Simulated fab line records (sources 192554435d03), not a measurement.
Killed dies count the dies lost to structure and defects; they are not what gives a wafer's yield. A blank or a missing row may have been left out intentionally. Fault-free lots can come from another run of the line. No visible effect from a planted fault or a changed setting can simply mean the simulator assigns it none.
Split-lot experiment | flow n5Finfet | route with 1938 steps; 7 lots, 21 wafers read

== ABOUT THE SPLIT ==
At N5_MOL_CONTACT_COAG_COAT_78 (resist thk 40 nm), the setting spinRpm was moved away from the recipe's 1500 rpm on 7 of the 21 wafers read, by -10.9% to +10.1%. The other wafers ran this setting at the recipe's value.

== FROM THE SPLIT TO THE READING: what the file shows between them, 5 steps ==
- N5_MOL_CONTACT_COAG_EBR_80
- N5_MOL_CONTACT_COAG_SOFTBAKE_79: time 60 s
- N5_MOL_CONTACT_COAG_EXPOSE_81: exposes mask VG, defocus 0 nm
- N5_MOL_CONTACT_COAG_PEB_82: peb time 60 s
- N5_MOL_CONTACT_COAG_DEVELOP_83: develop time 30 s

== THE READING ==
CAR-EUV_of_MOL_CONTACT_COAG_COAT_78.thkNm (the simulator's own value, which no gauge read), in nm, at N5_MOL_CONTACT_COAG_DESCUM_88 (chemistry O2, time 7 s). The file gives no usual value for it. The 14 wafers here that ran the recipe average 36.1 nm, standard deviation 0.1 nm.

wafer  | tool, chamber at the split | spinRpm as run, rpm | against the recipe | CAR-EUV_of_MOL_CONTACT_COAG_COAT_78.thkNm, nm | against lot-mates on the recipe
L075.1 | lithoTrack-01, 0           | 1337                | -10.9%             | 38.6                                          | +2.5
L075.3 | lithoTrack-01, 0           | 1500                | recipe             | 36                                            | -
L075.4 | lithoTrack-01, 0           | 1500                | recipe             | 36.2                                          | -
L080.2 | lithoTrack-03, 0           | 1500                | recipe             | 36                                            | -
L080.4 | lithoTrack-03, 0           | 1500                | recipe             | 36                                            | -
L080.6 | lithoTrack-03, 0           | 1500                | recipe             | 36                                            | -
L088.1 | lithoTrack-03, 0           | 1500                | recipe             | 36.2                                          | -
L088.3 | lithoTrack-03, 0           | 1500                | recipe             | 36                                            | -
L088.4 | lithoTrack-03, 0           | 1651                | +10.1%             | 34.2                                          | -1.9
L090.3 | lithoTrack-04, 0           | 1544                | +2.9%              | 35.6                                          | -0.6
L090.6 | lithoTrack-04, 0           | 1544                | +2.9%              | 35.6                                          | -0.6
L090.4 | lithoTrack-04, 0           | 1500                | recipe             | 36.2                                          | -
L091.3 | lithoTrack-04, 0           | 1500                | recipe             | 36                                            | -
L091.5 | lithoTrack-04, 0           | 1500                | recipe             | 36                                            | -
L091.6 | lithoTrack-04, 0           | 1500                | recipe             | 36.2                                          | -
L093.2 | lithoTrack-01, 0           | 1500                | recipe             | 36.2                                          | -
L093.3 | lithoTrack-01, 0           | 1500                | recipe             | 36.2                                          | -
L093.6 | lithoTrack-01, 0           | 1500                | recipe             | 36.2                                          | -
L095.2 | lithoTrack-01, 0           | 1614                | +7.6%              | 35                                            | no lot-mate on the recipe
L095.3 | lithoTrack-01, 0           | 1614                | +7.6%              | 34.8                                          | no lot-mate on the recipe
L095.5 | lithoTrack-01, 0           | 1614                | +7.6%              | 34.8                                          | no lot-mate on the recipe

THE FIT
A straight line over all 21 wafers: CAR-EUV_of_MOL_CONTACT_COAG_COAT_78.thkNm changes by -0.193 nm for each +1% of spinRpm; r = -0.99; the points scatter about the line by 0.15 nm.
The same after taking each lot's own level away (the mean of its wafers on the recipe; 18 wafers): -0.211 nm for each +1%; r = -0.99; scatter 0.096 nm.
That fit puts the effect of the largest move of spinRpm on the reading at 2.3 nm.
Measured against the standard deviation above, the lots' own levels, which go from 36.00 to 36.20 nm, span 2.0 times it.
The two slopes agree, so the slope changes little with the lot-to-lot level.
Check: with one of the wafers moved furthest among these (-10.9%) left out of the fit, the line predicts +2.07 nm for it against its lot-mates. Against them it came out at +2.5 nm.

== THE OTHER SPLITS THESE WAFERS WENT THROUGH ==
Note: prior to the reading, these wafers also went through further splits. Each is held against what the fit with the lots' levels taken away leaves over:
other split on the same wafers        | wafers away from the commonest value | r with CAR-EUV_of_MOL_CONTACT_COAG_COAT_78.thkNm (lot level and that fit taken away)
N5_MOL_CONTACT_COAG_ETCH_105 biasW    | 5                                    | -0.07
N5_MOL_CONTACT_COAG_ALD_123 aldCycles | 9                                    | +0.03

== THE WHOLE CHAIN: every reading that the file lists as answering this split, in the file's order ==
step                           | what it does           | reading                                                                                    | change (the file's fit)               | r (the file's)
N5_MOL_CONTACT_COAG_COAT_78    | resist thk 40 nm       | CAR-EUV_of_MOL_CONTACT_COAG_COAT_78.thkNm (the simulator's own value, which no gauge read) | -0.216 nm for each +1% of the setting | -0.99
N5_MOL_CONTACT_COAG_DEVELOP_83 | develop time 30 s      | CAR-EUV_of_MOL_CONTACT_COAG_COAT_78.thkNm (the simulator's own value, which no gauge read) | -0.2 nm for each +1% of the setting   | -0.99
N5_MOL_CONTACT_COAG_DESCUM_88  | chemistry O2, time 7 s | CAR-EUV_of_MOL_CONTACT_COAG_COAT_78.thkNm (the simulator's own value, which no gauge read) | -0.211 nm for each +1% of the setting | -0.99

== FILE'S OWN FIT ==
CAR-EUV_of_MOL_CONTACT_COAG_COAT_78.thkNm changes by -0.211 nm for each +1% of spinRpm, r = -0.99.
